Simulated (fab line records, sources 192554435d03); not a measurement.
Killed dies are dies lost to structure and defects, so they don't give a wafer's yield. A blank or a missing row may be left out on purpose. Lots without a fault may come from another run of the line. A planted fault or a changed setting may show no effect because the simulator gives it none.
Chamber matching | flow n5_finfet | N5_BEOL_M12_ETCH_67 on rie_diel-05: 4 sister chambers
The step etches SiARC in CF4, target depth 143 nm, time 238.3 s. 8 wafers are shown with their chamber, then 7 later ones without.

WAFERS WITH THEIR CHAMBER
wafer  | chamber | throttle_valve_pct (%) | showerhead_plenum_p_Torr (Torr)
L078.3 | 0       | 15.47                  | 2.17
L078.5 | 1       | 15.98                  | 2.21
L080.4 | 0       | 15.48                  | 2.17
L083.1 | 2       | 15.43                  | 2.15
L083.4 | 3       | 15.47                  | 2.07
L083.6 | 3       | 15.47                  | 2.07
L086.1 | 2       | 15.46                  | 2.15
L086.2 | 1       | 16.05                  | 2.20

WAFERS WITHOUT THEIR CHAMBER
wafer  | throttle_valve_pct (%) | showerhead_plenum_p_Torr (Torr)
L086.3 | 15.51                  | 2.17
L093.1 | 15.55                  | 2.06
L093.2 | 15.56                  | 2.20
L093.6 | 15.50                  | 2.14
L097.1 | 15.56                  | 2.16
L097.3 | 15.59                  | 2.20
L097.5 | 15.59                  | 2.20

WHICH CHAMBER EACH WENT THROUGH
wafer  | from the rows above     | in truth
L086.3 | 0                       | 0
L093.1 | 3                       | 3
L093.2 | 0                       | 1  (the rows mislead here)
L093.6 | 2                       | 2
L097.1 | can't be placed: 0 or 2 | 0
L097.3 | 0                       | 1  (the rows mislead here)
L097.5 | 0                       | 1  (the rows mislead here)
Placed correctly: 3 of 7. Can't be placed from these rows: 1 (the true chamber is among the candidates in 1). Placed wrongly: 3.
How it was worked out, from the rows above alone: a wafer's distance from a chamber is the root of the sum, over the readings, of the square of ((its reading less the chamber's mean) divided by the reading's scatter). The wafer belongs to the nearest chamber; if the next one is less than 2 further off, it can't be placed. A chamber's mean is the mean of its shown wafers. The scatter: the root of (the sum of the squares of (reading less its chamber's mean) over the shown wafers, divided by (wafers less chambers)).
